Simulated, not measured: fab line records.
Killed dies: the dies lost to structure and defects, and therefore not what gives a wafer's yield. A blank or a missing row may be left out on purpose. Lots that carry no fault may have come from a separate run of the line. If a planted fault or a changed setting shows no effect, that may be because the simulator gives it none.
fab line records + flow n5_finfet + part 2 of 2: steps 26 to 39 of 39
record:
- lots: 5
- wafers: 15
- last_day: 19
route steps=1938 shown BEOL_M3@997 BEOL_M4@1021
lots that met no fault: from a run of the same line without faults
start_h: hours from the record's first day to the start of the lot's first wafer shown + wait_h: hours since the lot's step before + " repeats the value in the row above + L1.1+2: a single row standing in for several wafers + - either no value or no given start + * or withheld: withheld + < > ~ a bound
route shown NAME@n: a module of which the file shows steps, and the number in the route of the first + usual: mean/standard deviation taken from wafers without a fault + same: alike in all rows + chamber/n: place in a boat + sites: readings site by site + _std_site: how widely they spread, as a standard deviation + _edge_site: the outer-site mean with the inner-site mean subtracted + radius_mm: how far each site lies from the wafer's centre + mask NAME#n: copy n + behind: the last tool/chamber to shape the wafer + hold: why the lot was held/for how many hours/how that ended + device: transistor that didn't switch, given as n, p or np + end of line: tests run on the same wafers once the route is complete + where a step has no rows: the recipe by itself + killed: at the first sort, the dies lost to defects and structure; wafer yield is something else + map: a wafer's dies, marking killed ones x, the rest . and places with no die _
set.NAME: the setting the step ran with; set.NAME@STEP: the setting that earlier step ran with + model.NAME: the simulator's own value behind a step, which no gauge read
lots at some steps of the route; a table a step, a row a wafer
services: from which hour (start_h, from the record's first day; less than 0 if before it) a tool's chamber was out of use, for how many hours, and why
== steps ==
step: N5_BEOL_M4_THK_MEAS_01
recipe:
- reads: SiOC_of_BEOL_M4_ILD_DEP_00
usual:
- M4_ILD_THK: 78.7/0.97
| lot.wafer | tool          | chamber | start_h | wait_h | M4_ILD_THK[nm] |
|-----------|---------------|---------|---------|--------|----------------|
| L086.1    | film_metro-02 | -       | 253.72  | 0.0    | 78.2           |
| L086.5    | "             | -       | "       | "      | 79.5           |
| L086.6    | "             | -       | "       | "      | 78.2           |
| L087.3    | film_metro-01 | -       | 265.85  | 0.1    | 79.3           |
| L087.4    | "             | -       | "       | "      | 80.7           |
| L087.5    | "             | -       | "       | "      | 80.4           |
| L093.3    | film_metro-01 | -       | 291.72  | 0.1    | 79.1           |
| L093.5    | "             | -       | "       | "      | 79.3           |
| L093.6    | "             | -       | "       | "      | 79.2           |
| L094.4    | film_metro-01 | -       | 302.53  | 0.0    | 79.0           |
| L094.5    | "             | -       | "       | "      | 79.8           |
| L094.6    | "             | -       | "       | "      | 79.6           |
| L095.2    | film_metro-02 | -       | 305.98  | 0.1    | 77.2           |
| L095.3    | "             | -       | "       | "      | 77.2           |
| L095.6    | "             | -       | "       | "      | 79.5           |
step: N5_BEOL_M4_PECVD_72
recipe:
- material: SiO2
- target_thk_a: 160
- temp_c: 400
- precursor: TEOS/O2
- pressure_torr: 5.5
- rf_w: 450
- teos_flow_sccm: 53.8
- gas: O2
- flow_sccm: 3000
- time_s: 18
usual:
- heater_power_w: 709/83
- showerhead_plenum_p_Torr: 8.79/0.056
- throttle_valve_pct: 22.6/1.2
| lot.wafer | tool     | chamber | start_h | wait_h | heater_power_w | showerhead_plenum_p_Torr | throttle_valve_pct |
|-----------|----------|---------|---------|--------|----------------|--------------------------|--------------------|
| L086.1    | pecvd-02 | 2       | 253.76  | 0.0    | 772            | 8.68                     | 20.6               |
| L086.5    | "        | 0       | "       | "      | 681            | 8.74                     | 24.0               |
| L086.6    | "        | 2       | "       | "      | 807            | 8.71                     | 20.7               |
| L087.3    | pecvd-02 | 2       | 265.89  | 0.0    | 751            | 8.72                     | 20.7               |
| L087.4    | "        | 1       | "       | "      | 834            | 8.80                     | 21.6               |
| L087.5    | "        | 0       | "       | "      | 767            | 8.76                     | 23.9               |
| L093.3    | pecvd-04 | 2       | 291.76  | 0.0    | 645            | 8.81                     | 22.7               |
| L093.5    | "        | 2       | "       | "      | 653            | 8.81                     | 22.4               |
| L093.6    | "        | 1       | "       | "      | 678            | 8.85                     | 23.3               |
| L094.4    | pecvd-03 | 2       | 302.59  | 0.1    | 693            | 8.78                     | 20.1               |
| L094.5    | "        | 1       | "       | "      | 606            | 8.79                     | 22.4               |
| L094.6    | "        | 0       | "       | "      | 740            | 8.83                     | 24.5               |
| L095.2    | pecvd-04 | 2       | 306.02  | 0.0    | 630            | 8.82                     | 22.8               |
| L095.3    | "        | 0       | "       | "      | 639            | 8.68                     | 22.4               |
| L095.6    | "        | 2       | "       | "      | 651            | 8.80                     | 22.6               |
step: N5_BEOL_M4_HM_DEP_02
recipe:
- material: TiN
- target_thk_a: 200
- temp_c: 25
- chamber_pressure_pa: 0.49996
usual:
- throttle_valve_pct: 30.7/1
| lot.wafer | tool           | chamber | start_h | wait_h | throttle_valve_pct |
|-----------|----------------|---------|---------|--------|--------------------|
| L086.1    | pvd_sputter-03 | -       | 254.00  | 0.2    | 28.8               |
| L086.5    | "              | -       | "       | "      | 28.9               |
| L086.6    | "              | -       | "       | "      | 30.4               |
| L087.3    | pvd_sputter-02 | -       | 266.33  | 0.4    | 31.6               |
| L087.4    | "              | -       | "       | "      | 32.5               |
| L087.5    | "              | -       | "       | "      | 32.4               |
| L093.3    | pvd_sputter-02 | -       | 292.83  | 1.1    | 29.9               |
| L093.5    | "              | -       | "       | "      | 30.3               |
| L093.6    | "              | -       | "       | "      | 32.3               |
| L094.4    | pvd_sputter-02 | -       | 303.13  | 0.5    | 31.5               |
| L094.5    | "              | -       | "       | "      | 30.1               |
| L094.6    | "              | -       | "       | "      | 32.4               |
| L095.2    | pvd_sputter-03 | -       | 306.81  | 0.8    | 31.2               |
| L095.3    | "              | -       | "       | "      | 28.8               |
| L095.6    | "              | -       | "       | "      | 28.8               |
step: N5_BEOL_M4_COAT_61
recipe:
- resist: SOC
- temp_c: 250
- time_s: 60
- spin_rpm: 1500
- resist_thk_nm: 60
| lot.wafer  | tool           | chamber | start_h | wait_h |
|------------|----------------|---------|---------|--------|
| L086.1+5+6 | litho_track-05 | 0       | 254.13  | 0.1    |
| L087.3+4+5 | litho_track-03 | 0       | 266.46  | 0.1    |
| L093.3+5+6 | litho_track-04 | 0       | 292.96  | 0.1    |
| L094.4+5+6 | litho_track-04 | 0       | 303.26  | 0.1    |
| L095.2+3+6 | litho_track-04 | 0       | 306.93  | 0.1    |
step: N5_BEOL_M4_COAT_62
recipe:
- resist: SiARC
- temp_c: 220
- time_s: 60
- spin_rpm: 1500
- resist_thk_nm: 12
| lot.wafer  | tool           | chamber | start_h | wait_h |
|------------|----------------|---------|---------|--------|
| L086.1+5+6 | litho_track-05 | 0       | -       | -      |
| L087.3+4+5 | litho_track-03 | 0       | -       | -      |
| L093.3+5+6 | litho_track-04 | 0       | -       | -      |
| L094.4+5+6 | litho_track-04 | 0       | -       | -      |
| L095.2+3+6 | litho_track-04 | 0       | -       | -      |
step: N5_BEOL_M4_COAT_73
recipe:
- resist: underlayer
- temp_c: 205
- time_s: 60
- spin_rpm: 1500
- resist_thk_nm: 5
| lot.wafer  | tool           | chamber | start_h | wait_h |
|------------|----------------|---------|---------|--------|
| L086.1+5+6 | litho_track-05 | 0       | -       | -      |
| L087.3+4+5 | litho_track-03 | 0       | -       | -      |
| L093.3+5+6 | litho_track-04 | 0       | -       | -      |
| L094.4+5+6 | litho_track-04 | 0       | -       | -      |
| L095.2+3+6 | litho_track-04 | 0       | -       | -      |
step: N5_BEOL_M4_COAT_05
recipe:
- resist: CAR-EUV
- spin_rpm: 1500
- resist_thk_nm: 30
| lot.wafer  | tool           | chamber | start_h | wait_h |
|------------|----------------|---------|---------|--------|
| L086.1+5+6 | litho_track-05 | 0       | -       | -      |
| L087.3+4+5 | litho_track-03 | 0       | -       | -      |
| L093.3+5+6 | litho_track-04 | 0       | -       | -      |
| L094.4+5+6 | litho_track-04 | 0       | -       | -      |
| L095.2+3+6 | litho_track-04 | 0       | -       | -      |
step: N5_BEOL_M4_EBR_07
recipe:
- solvent: PGMEA
- ebr_width_mm: 1.5
| lot.wafer  | tool           | chamber | start_h | wait_h |
|------------|----------------|---------|---------|--------|
| L086.1+5+6 | litho_track-05 | 0       | -       | -      |
| L087.3+4+5 | litho_track-03 | 0       | -       | -      |
| L093.3+5+6 | litho_track-04 | 0       | -       | -      |
| L094.4+5+6 | litho_track-04 | 0       | -       | -      |
| L095.2+3+6 | litho_track-04 | 0       | -       | -      |
step: N5_BEOL_M4_SOFTBAKE_06
recipe:
- temp_c: 110
- time_s: 60
- resist: CAR-EUV
| lot.wafer  | tool           | chamber | start_h | wait_h |
|------------|----------------|---------|---------|--------|
| L086.1+5+6 | litho_track-05 | 0       | -       | -      |
| L087.3+4+5 | litho_track-03 | 0       | -       | -      |
| L093.3+5+6 | litho_track-04 | 0       | -       | -      |
| L094.4+5+6 | litho_track-04 | 0       | -       | -      |
| L095.2+3+6 | litho_track-04 | 0       | -       | -      |
step: N5_BEOL_M4_EXPOSE_08
recipe:
- mask_id: M4
- na: 0.33
- source_shape: dipole
- sigma_inner: 0.369
- sigma_outer: 0.767
- polarization: unpolarized
- dose_mj: 41.25
usual:
- stage_msd_nm: 0.900/0.0075
| lot.wafer | tool           | chamber | start_h | wait_h | mask | stage_msd_nm |
|-----------|----------------|---------|---------|--------|------|--------------|
| L086.1    | euv_scanner-02 | 0       | 254.39  | -      | M4#0 | 0.898        |
| L086.5    | "              | 0       | "       | "      | M4#0 | 0.903        |
| L086.6    | "              | 0       | "       | "      | M4#0 | 0.900        |
| L087.3    | euv_scanner-01 | 0       | 266.61  | -      | M4#0 | 0.892        |
| L087.4    | "              | 0       | "       | "      | M4#0 | 0.893        |
| L087.5    | "              | 0       | "       | "      | M4#0 | 0.892        |
| L093.3    | euv_scanner-02 | 0       | 293.11  | -      | M4#0 | 0.896        |
| L093.5    | "              | 0       | "       | "      | M4#0 | 0.898        |
| L093.6    | "              | 0       | "       | "      | M4#0 | 0.895        |
| L094.4    | euv_scanner-02 | 0       | 303.41  | -      | M4#0 | 0.896        |
| L094.5    | "              | 0       | "       | "      | M4#0 | 0.897        |
| L094.6    | "              | 0       | "       | "      | M4#0 | 0.897        |
| L095.2    | euv_scanner-02 | 0       | 307.08  | -      | M4#0 | 0.898        |
| L095.3    | "              | 0       | "       | "      | M4#0 | 0.895        |
| L095.6    | "              | 0       | "       | "      | M4#0 | 0.900        |
step: N5_BEOL_M4_PEB_09
recipe:
- peb_temp_c: 100
- peb_time_s: 60
- resist: CAR-EUV
| lot.wafer  | tool           | chamber | start_h | wait_h |
|------------|----------------|---------|---------|--------|
| L086.1+5+6 | litho_track-04 | 0       | 254.45  | 0.1    |
| L087.3+4+5 | litho_track-03 | 0       | 266.66  | 0.0    |
| L093.3+5+6 | litho_track-04 | 0       | 293.16  | 0.0    |
| L094.4+5+6 | litho_track-04 | 0       | 303.46  | 0.0    |
| L095.2+3+6 | litho_track-04 | 0       | 307.13  | 0.1    |
step: N5_BEOL_M4_DEVELOP_10
recipe:
- develop_time_s: 30
- developer: TMAH
- resist: CAR-EUV
- rinse_liquid: surfactant_rinse
- dry: air_spin
- dev_temp_c: 23
| lot.wafer  | tool           | chamber | start_h | wait_h |
|------------|----------------|---------|---------|--------|
| L086.1+5+6 | litho_track-04 | 0       | -       | -      |
| L087.3+4+5 | litho_track-03 | 0       | -       | -      |
| L093.3+5+6 | litho_track-04 | 0       | -       | -      |
| L094.4+5+6 | litho_track-04 | 0       | -       | -      |
| L095.2+3+6 | litho_track-04 | 0       | -       | -      |
step: N5_BEOL_M4_CD_MEAS_11
recipe:
- target_cd_nm: 16.79
- landing_energy_ev: 500
- detector: se_inlens
- polarity: opening
usual:
- cd_nm: 16.74/0.25
| lot.wafer | tool      | chamber | start_h | wait_h | cd_nm |
|-----------|-----------|---------|---------|--------|-------|
| L086.1    | cd_sem-03 | 0       | 254.52  | -      | 16.54 |
| L086.5    | "         | 0       | "       | "      | 16.56 |
| L086.6    | "         | 0       | "       | "      | 16.63 |
| L087.3    | cd_sem-02 | 0       | 266.74  | -      | 16.49 |
| L087.4    | "         | 0       | "       | "      | 16.77 |
| L087.5    | "         | 0       | "       | "      | 16.86 |
| L093.3    | cd_sem-01 | 0       | 293.23  | -      | 16.68 |
| L093.5    | "         | 0       | "       | "      | 16.25 |
| L093.6    | "         | 0       | "       | "      | 16.71 |
| L094.4    | cd_sem-02 | 0       | 303.53  | -      | 17.18 |
| L094.5    | "         | 0       | "       | "      | 16.96 |
| L094.6    | "         | 0       | "       | "      | 16.41 |
| L095.2    | cd_sem-01 | 0       | 307.20  | -      | 16.58 |
| L095.3    | "         | 0       | "       | "      | 16.65 |
| L095.6    | "         | 0       | "       | "      | 16.61 |
step: N5_BEOL_M4_OVL_MEAS_12
recipe:
- points_per_wafer: 522
usual:
- M4_OVL: 0.4/0.66
| lot.wafer | tool       | chamber | start_h | wait_h | M4_OVL[nm] |
|-----------|------------|---------|---------|--------|------------|
| L086.1    | overlay-02 | 0       | 254.55  | 0.0    | 0.0        |
| L086.5    | "          | 0       | "       | "      | 0.0        |
| L086.6    | "          | 0       | "       | "      | 0.6        |
| L087.3    | overlay-01 | 0       | 266.79  | 0.1    | 1.4        |
| L087.4    | "          | 0       | "       | "      | -0.1       |
| L087.5    | "          | 0       | "       | "      | 2.0        |
| L093.3    | overlay-02 | 0       | 293.27  | 0.0    | -0.2       |
| L093.5    | "          | 0       | "       | "      | 0.5        |
| L093.6    | "          | 0       | "       | "      | 0.2        |
| L094.4    | overlay-02 | 0       | 303.57  | 0.0    | 1.4        |
| L094.5    | "          | 0       | "       | "      | 0.0        |
| L094.6    | "          | 0       | "       | "      | 0.1        |
| L095.2    | overlay-02 | 0       | 307.24  | 0.0    | 0.5        |
| L095.3    | "          | 0       | "       | "      | 1.5        |
| L095.6    | "          | 0       | "       | "      | 0.8        |
== services ==
| tool           | chamber | start_h | hours | kind        |
|----------------|---------|---------|-------|-------------|
| pecvd-01       | -       | 227.20  | 4.2   | repair      |
| euv_scanner-01 | -       | 228.73  | 1.0   | pm          |
| cmp-01         | -       | 237.79  | 4.5   | repair      |
| euv_scanner-02 | 0       | 242.20  | -     | calibration |
| ecd_cu-01      | -       | 242.75  | 1.1   | repair      |
| cmp-03         | -       | 248.53  | 0.6   | repair      |
| pecvd-02       | -       | 250.45  | 0.5   | repair      |
| cvd_co-02      | -       | 254.53  | 0.8   | repair      |
| pvd_sputter-03 | -       | 256.81  | 10.5  | repair      |
| euv_scanner-02 | -       | 258.76  | 1.0   | pm          |
| cmp-01         | -       | 271.38  | 4.5   | repair      |
| euv_scanner-01 | 0       | 272.31  | -     | calibration |
| euv_scanner-01 | -       | 279.55  | 4.6   | pm          |
| euv_scanner-01 | -       | 284.88  | 1.0   | pm          |
| pecvd-04       | -       | 289.15  | 1.3   | repair      |
| pecvd-04       | -       | 292.24  | 0.7   | repair      |
| cvd_co-02      | 1       | 301.81  | 3.3   | repair      |
